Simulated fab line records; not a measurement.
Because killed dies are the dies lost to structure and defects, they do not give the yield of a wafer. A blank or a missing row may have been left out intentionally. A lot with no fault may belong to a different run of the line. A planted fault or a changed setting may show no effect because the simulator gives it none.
A lot that was struck, set against a sound lot | flow nand-harc | 15 steps out of a route of 1159
Sound: these wafers, L605.1, L605.5, L605.6. Wafers struck: L596.3, L596.5. At the end, the cause is stated.
Order at every step that has rows: each side's tool, ch and its chambers, its first start. Under that, the readings that differ: sound wafers | struck wafers | difference of the means | sigmas: that difference in standard deviations of wafers without a fault.
alike: readings with means less than 2 such deviations apart, plus words and numbers identical on both sides. not compared: withheld readings, readings lacking a value on some wafer, bounds such as >300 that could conceal the same value, and numbers that have no deviation in the record and whose values overlap.
The two part at a step that has a row with sigmas, a row that says differs or no value, or rows on one side only. When numbers do not overlap yet have no deviation, they are printed without sigmas and do not part them. Lack of a reading on every wafer of one side parts them only where that side has two or more wafers.

first, 1 step without rows for these wafers: NHARC_A_ONON_D1_DEP_09 (target thk 1000 nm).
NHARC_A_ONON_D1_THK_MEAS_11: measures by ellipsometry.
  struck on film-metro-01, day 10 03:03; sound on film-metro-01, day 12 19:45
  alike: thk-nm
then NHARC_A_ONON_D1_DEP_12 (target thk 1000 nm), 1 step lacking rows for these wafers.
NHARC_A_ONON_D1_THK_MEAS_14: measures by ellipsometry.
  struck on film-metro-02, day 10 03:37; sound on film-metro-01, day 12 20:20
  alike: thk-nm
then, 2 steps without rows for these wafers: NHARC_A_ONON_D1_ANNEAL_15 (time 3600 s); NHARC_A_ONON_D1_DEP_16 (target thk 1000 nm).
NHARC_A_ONON_D1_THK_MEAS_18: measures by ellipsometry.
  struck on film-metro-01, day 10 10:46; sound on film-metro-01, day 13 11:14
  alike: thk-nm
then NHARC_A_ONON_D1_DEP_19 (target thk 1000 nm), 1 step lacking rows for these wafers.
NHARC_A_ONON_D1_THK_MEAS_21: measures by ellipsometry.
  struck on film-metro-02, day 10 11:22; sound on film-metro-01, day 13 11:48
  reading     | sound          | struck  | difference | sigmas
  thk-nm (nm) | 1022 1021 1021 | 979 978 | -43        | -3
then NHARC_A_ONON_D1_DEP_22 (target thk 1000 nm), 1 step lacking rows for these wafers.
NHARC_A_ONON_D1_THK_MEAS_24: measures by ellipsometry.
  struck on film-metro-01, day 10 11:56; sound on film-metro-02, day 13 12:22
  alike: thk-nm
NHARC_A_ONON_D1_DEP_25: target thk 1000 nm.
  sound on pecvd-onon-03 ch 0, day 13 12:25; struck on pecvd-onon-02 ch 0, day 10 12:06
NHARC_A_ONON_D1_THK_MEAS_27: measures by ellipsometry.
  struck on film-metro-02, day 10 12:30; sound on film-metro-01, day 13 12:56
  reading     | sound          | struck  | difference | sigmas
  thk-nm (nm) | 1001 1000 1000 | 488 489 | -512       | -61
then NHARC_A_ONON_D1_DEP_28 (target thk 1000 nm), 1 step lacking rows for these wafers.
-- record jumps: 11 days between struck wafers' starts before vs after; left off in module A_ONON_D1, resumes in module END, first step shown is number 1159 of the route --
NHARC_END_SORT_01:
  here the record holds rows for the struck wafers (prober-01 ch 0, day 21 11:25) but none for the sound ones

== WHERE THEY PART ==
At NHARC_A_ONON_D1_THK_MEAS_21 first; at NHARC_END_SORT_01 last (within this record only).

WHY: what the simulator had put in
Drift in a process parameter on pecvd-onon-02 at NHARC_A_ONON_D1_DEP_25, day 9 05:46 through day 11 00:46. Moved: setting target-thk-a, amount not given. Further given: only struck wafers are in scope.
